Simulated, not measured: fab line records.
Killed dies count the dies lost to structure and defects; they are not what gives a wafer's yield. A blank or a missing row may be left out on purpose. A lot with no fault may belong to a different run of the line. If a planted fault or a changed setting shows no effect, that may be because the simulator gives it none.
8D (eight disciplines) problem report, filled in by code ; flow nand harc ; the parts of the form that need people (team, actions taken, sign-off) are left out

1. THE PROBLEM
killed at array at NHARC_END_SORT_01 reads a mean of 111 on 6 wafers of 2 lots; wafers without a fault read 29 with a standard deviation of 11. Relative to the usual mean, that is a shift of +7.5 standard deviations.
First observed at day 22 08:41: wafer L256.1, on prober-02. Wafers with a number at this step in the record: 6, from 2 lots. Rule for "out", or "out of limits": more than 4 standard deviations from the usual mean. The other wafers with a number count as sound.

2. WHAT IT IS AND WHAT IT IS NOT
question;is;is not
which readings at this step;killed at array, killed dies;killed at other, killed open, killed short
which lots;L256, L260;-
which wafers of those lots;all that have a number;-
read on which gauges;prober-02;-
when;from day 22 08:41;up to then (0 sound wafers)

3. SUSPECTS, AND WHAT RULES EACH OUT
Counting: any tool at a process step up to the reading is kept as a suspect provided that every lot that is out went through it and no sound lot did after the first of them.
- the gauge at NHARC_END_SORT_01: kept. All the wafers that are out were read on prober-02, and no step on other tools shows them out.
- acl dep-01 at NHARC_A_STAIRCASE_HM_DEP_456 (deposits aC, target thk 1500 nm): kept. It ran every lot that is out, first L256 (day 14 20:49), and no sound lot after that.
Remaining after the count are acl dep-01 at NHARC_A_STAIRCASE_HM_DEP_456 and prober-02 at NHARC_END_SORT_01.

4. THE CAUSE (what the simulator had put in)
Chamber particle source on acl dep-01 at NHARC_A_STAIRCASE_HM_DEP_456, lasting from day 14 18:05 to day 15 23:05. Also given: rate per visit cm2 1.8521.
2 suspects survive the count, and this tool is in that group.

5. SEQUENCE OF EFFECTS, ordered by route
Each row: a reading whose mean over the struck wafers that have a number lies more than 3 standard deviations from the usual. Scope: only readings with a usual standard deviation given in the record; hours: median across lots of the time from each lot's start at the first step in this table that gives one to its start at this step; sigmas: change in usual standard deviations.
hours;step;reading;usual;on struck wafers;change;sigmas
0;NHARC_END_SORT_01;killed at array;29;111;+82;+7.5
0;NHARC_END_SORT_01;killed dies;33;116;+83;+6.9

6. HOW IT WOULD HAVE BEEN CAUGHT EARLIER
Counted from the fault's start at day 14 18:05, it took 183 hours until the first out-of-limits reading at a measuring or inspecting step in this record, taken at day 22 08:41.
An alarm limit of 4 standard deviations would not have fired on the tool readings at NHARC_A_STAIRCASE_HM_DEP_456 for which the record gives a usual standard deviation, since none of them was out on any struck wafer.
Each of the lots that are out, 2 in all, had begun NHARC_A_STAIRCASE_HM_DEP_456 on acl dep-01 no later than day 22 08:41. Holding the tool at that point would not have protected any of them.
